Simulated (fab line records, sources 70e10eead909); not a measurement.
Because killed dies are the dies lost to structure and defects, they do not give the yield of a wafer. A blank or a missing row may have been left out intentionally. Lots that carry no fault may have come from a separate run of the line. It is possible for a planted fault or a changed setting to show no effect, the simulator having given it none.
A lot that was struck, set against a sound lot :: flow nand_harc :: 16 steps out of a route of 1302
Sound: the wafers L558.3, L558.5, L558.6. Struck: wafers L570.3, L570.5. (L570.6 of the same lot was not struck and is left out.) The cause comes at the end.
Order at every step that has rows: each side's tool, ch and its chambers, its first start. Under that, the readings that differ: sound wafers :: struck wafers :: difference of the means :: sigmas: that difference in standard deviations of wafers without a fault.
alike: same words and numbers on both sides, and readings whose means sit less than 2 such deviations apart. not compared: any withheld reading, any reading some wafer has no value for, any bound like >300 that may hide the same value, and any number with overlapping values for which the record gives no deviation.
The two part at a step that has a row with sigmas, a row that says differs or no value, or rows on one side only. Non-overlapping numbers with no deviation appear without sigmas and do not part them. A reading that every wafer of one side lacks parts them only if that side has two wafers or more.

NHARC_A_M0_DESCUM_14: chemistry O2, time 3 s.
  sound on rie_diel-09 ch 0,3, day 23 17:46; struck on rie_diel-08 ch 0, day 28 06:19
  alike: chamber_pressure_mTorr, drypump_motor_current_A, oes_product_au, rf_vpp_V, showerhead_plenum_p_Torr, throttle_valve_pct
  not compared: rf_hours_counter_h
NHARC_A_M0_ETCH_34: etches the open film in N2/H2, target depth 40 nm, overetch 12 nm, time 43.94 s.
  sound on rie_diel-09 ch 0,3, day 23 17:54; struck on rie_diel-08 ch 0,3, day 28 06:24
  alike: chamber_pressure_mTorr, drypump_motor_current_A, oes_product_au, rf_vpp_V, showerhead_plenum_p_Torr, throttle_valve_pct
  not compared: rf_hours_counter_h
then, 1 step without rows for these wafers: NHARC_A_M0_ETCH_15 (etches the open film in C4F8/Ar, target depth 150 nm, overetch 15 nm, time 82.5 s).
NHARC_A_M0_CD_MEAS_16:
  sound on cd_sem-02 at day 23 18:10; struck on cd_sem-02 at day 28 06:40
  alike: cd_nm
NHARC_A_M0_STRIP_18: strips in N2/H2.
  sound on rie_diel-09 ch 0,3, day 23 18:20; struck on rie_diel-10 ch 0, day 28 06:44
reading: drypump_motor_current_A (A)
sound: 5.5 4.9 5.5
struck: 6.6 6.6
difference: +1.3
sigmas: +3
  alike: chamber_pressure_mTorr, oes_product_au, rf_vpp_V, showerhead_plenum_p_Torr, throttle_valve_pct
  not compared: rf_hours_counter_h
then, 3 steps without rows for these wafers: NHARC_A_M0_STRIP_19 (strips in post etch residue remover, time 600 s); NHARC_A_M0_DEGAS_28 (time 60 s); NHARC_A_M0_PRE_CLEAN_29 (time 30 s).
NHARC_A_M0_PVD_20: deposits TaN, target thk 5 nm, time 8.06 s.
  sound on pvd_sputter-01; struck on pvd_sputter-02
  alike: throttle_valve_pct
then, 2 steps without rows for these wafers: NHARC_A_M0_PVD_21 (deposits Cu, target thk 30 nm, time 20.49 s); NHARC_A_M0_ECD_22 (material Cu, target thk 400 nm).
NHARC_A_M0_ANNEAL_30: time 90 s.
  sound on rtp_anneal-02 ch 0, day 23 19:46; struck on rtp_anneal-01 ch 0, day 28 08:08
  alike: anneal_temp_c_max, wafer_temp_C_max
NHARC_A_M0_CMP_23: polishes, t overpolish 20 s, target thk 113.75 nm.
  sound on cmp-02 ch 0,1,2, day 23 20:04; struck on cmp-02 ch 1, day 28 08:24
reading: time_to_endpoint_s (s)
sound: 28.1 29.9 32.6
struck: 19.0 18.1
difference: -11.6
sigmas: -4
  alike: motor_current_A, slurry_filter_dp_kPa
NHARC_A_M0_THK_MEAS_24: measures by xrf.
  sound on film_metro-01 at day 23 20:19; struck on film_metro-02 at day 28 08:41
reading: thk_nm (nm)
sound: 113.2 113.6 113.6
struck: 109.5 107.9
difference: -4.8
sigmas: -3
following that, these wafers have no rows for 1 step: NHARC_A_M0_SRD_25.
NHARC_END_SORT_01:
  sound on prober-01 ch 0, day 25 10:18; struck on prober-02 ch 0, day 30 02:01
  alike: defect_limited_yield, killed_at_array, killed_at_other, killed_at_periphery, killed_dies, killed_open, killed_short

== WHERE THEY PART ==
First at NHARC_A_M0_STRIP_18; last, within this record, at NHARC_A_M0_THK_MEAS_24. Later steps at which nothing parts them and some readings are alike: NHARC_END_SORT_01.

WHY: what had been put in by the simulator
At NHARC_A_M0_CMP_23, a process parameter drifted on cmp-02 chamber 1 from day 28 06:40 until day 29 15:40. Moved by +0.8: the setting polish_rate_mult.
